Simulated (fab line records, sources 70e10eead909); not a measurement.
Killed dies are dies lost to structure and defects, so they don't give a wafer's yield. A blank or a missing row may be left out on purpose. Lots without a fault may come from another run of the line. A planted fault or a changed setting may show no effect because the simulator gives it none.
Chamber matching | flow nand_harc | NHARC_P_M0_CMP_23 on cmp-04: 4 sister chambers
The step polishes, t overpolish 20 s, target thk 117.53 nm. 4 wafers are shown with their chamber, then 6 later ones without.

WAFERS WITH THEIR CHAMBER
wafer  | chamber | motor_current_A (A)
L468.4 | 0       | 13.1
L474.1 | 1       | 12.4
L474.3 | 3       | 12.1
L474.4 | 2       | 11.1

WAFERS WITHOUT THEIR CHAMBER
wafer  | motor_current_A (A)
L477.2 | 11.0
L477.5 | 12.1
L477.6 | 13.1
L476.3 | 12.4
L476.4 | 12.5
L476.5 | 12.6

WHICH CHAMBER EACH WENT THROUGH
wafer  | from the rows above | in truth
L477.2 | 2                   | 2
L477.5 | 3                   | 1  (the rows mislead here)
L477.6 | 0                   | 0
L476.3 | 1                   | 1
L476.4 | 1                   | 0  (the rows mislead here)
L476.5 | 1                   | 1
Placed correctly: 4 of 6. Can't be placed from these rows: 0. Placed wrongly: 2.
How it was worked out, from the rows above alone: a wafer's distance from a chamber is the root of the sum, over the readings, of the square of ((its reading less the chamber's mean) divided by the reading's scatter). The wafer belongs to the nearest chamber; if the next one is less than 2 further off, it can't be placed. A chamber's mean is the mean of its shown wafers. The scatter: with one shown wafer a chamber, the root of the mean of the squares of how far each hidden wafer lies from its nearest shown one.
